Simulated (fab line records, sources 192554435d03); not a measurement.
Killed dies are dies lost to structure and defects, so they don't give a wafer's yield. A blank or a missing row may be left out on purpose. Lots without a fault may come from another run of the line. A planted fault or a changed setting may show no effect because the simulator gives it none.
Which tool did it? | flow n5_finfet | 11 lots, 31 wafers sampled, at 2 steps of a route of 1938

WHAT THE GAUGES READ, wafer by wafer
N5_BEOL_M8_OVL_MEAS_29.
lot  | measured     | on         | V7_OVL (nm)
L184 | day 9 22:33  | overlay-02 | 0.4 0.0 -0.9
L193 | day 11 10:58 | overlay-02 | 0.1 -1.0 -0.8
L192 | day 12 01:40 | overlay-01 | 0.0
L194 | day 12 12:58 | overlay-02 | -1.1 -0.2 -1.7
L196 | day 13 02:18 | overlay-01 | -1.0 -0.3 -0.3
L197 | day 13 03:55 | overlay-02 | -0.7 -1.0 -0.9
L199 | day 13 10:01 | overlay-01 | -0.5 0.3 -0.3
L198 | day 13 11:44 | overlay-02 | -1.6 -1.5 -0.9
L204 | day 14 05:13 | overlay-01 | -0.1 -0.2 -0.1
L202 | day 14 09:27 | overlay-02 | -0.2 0.8 -0.7
L203 | day 14 16:53 | overlay-01 | -0.1 -0.3 0.2

WHICH TOOL RAN EACH LOT (tool, then ch and the chambers of the sampled wafers, then the start)
lot  | N5_BEOL_M8_HM_OPEN_17
L184 | rie_metal-03 ch 0,1, day 9 20:09
L193 | rie_metal-03 ch 0,1, day 11 09:53
L192 | rie_metal-02 ch 1, day 11 23:51
L194 | rie_metal-02 ch 0,1, day 12 10:02
L196 | rie_metal-01 ch 0,1, day 13 01:47
L197 | rie_metal-02 ch 0,1, day 13 03:10
L199 | rie_metal-01 ch 0,1, day 13 09:16
L198 | rie_metal-02 ch 0,1, day 13 09:46
L204 | rie_metal-02 ch 0,1, day 14 04:17
L202 | rie_metal-01 ch 0,1, day 14 08:55
L203 | rie_metal-02 ch 0,1, day 14 16:17
- N5_BEOL_M8_HM_OPEN_17: chemistry Cl2/BCl3, target TiN, target depth 20 nm, overetch 6 nm.

WHAT THE TOOLS THEMSELVES READ (means of the sampled wafers that have a number; where no wafer has one, the mark that the record gives instead)
N5_BEOL_M8_HM_OPEN_17.
lot  | tool         | drypump_motor_current_A (A) | oes_product_au (a.u.) | throttle_valve_pct (%)
L184 | rie_metal-03 | 5.5                         | 0.61                  | 22.13
L193 | rie_metal-03 | 5.5                         | 0.60                  | 22.14
L192 | rie_metal-02 | 6.0                         | 0.61                  | 21.99
L194 | rie_metal-02 | 5.5                         | 0.70                  | 21.90
L196 | rie_metal-01 | 6.2                         | 0.59                  | 21.87
L197 | rie_metal-02 | 5.7                         | 0.66                  | 21.94
L199 | rie_metal-01 | 6.2                         | 0.60                  | 21.86
L198 | rie_metal-02 | 5.5                         | 0.69                  | 21.89
L204 | rie_metal-02 | 5.7                         | 0.64                  | 21.95
L202 | rie_metal-01 | 6.4                         | 0.60                  | 21.80
L203 | rie_metal-02 | 5.5                         | 0.69                  | 21.90

THE ANSWER, worked out from the rows above alone
Rule: what is usual is taken from the lots themselves. Put in order of their means at a reading, lots are off if they are a third of the lots or fewer, leave a main group of 4 or more, and stand apart from it by a gap of 3 or more times the standard deviation of the main group's means; of several such gaps the widest counts. A main group whose means are all the same, to the digits that the tables above print for the reading, isn't used. A lot without any number at a reading at which 4 lots or more have one is off too. The other lots that the step has rows for count as sound. The gauges are gone through in route order, then the tools' own readings, and for those a lot's mean is taken as printed above. The first step at which some lot is off is used, and at that step the reading that is off furthest; a lot without a number counts as furthest.
No lot is off at any reading shown: from this, nothing can be told.

WHAT THE SIMULATOR HAD PUT IN
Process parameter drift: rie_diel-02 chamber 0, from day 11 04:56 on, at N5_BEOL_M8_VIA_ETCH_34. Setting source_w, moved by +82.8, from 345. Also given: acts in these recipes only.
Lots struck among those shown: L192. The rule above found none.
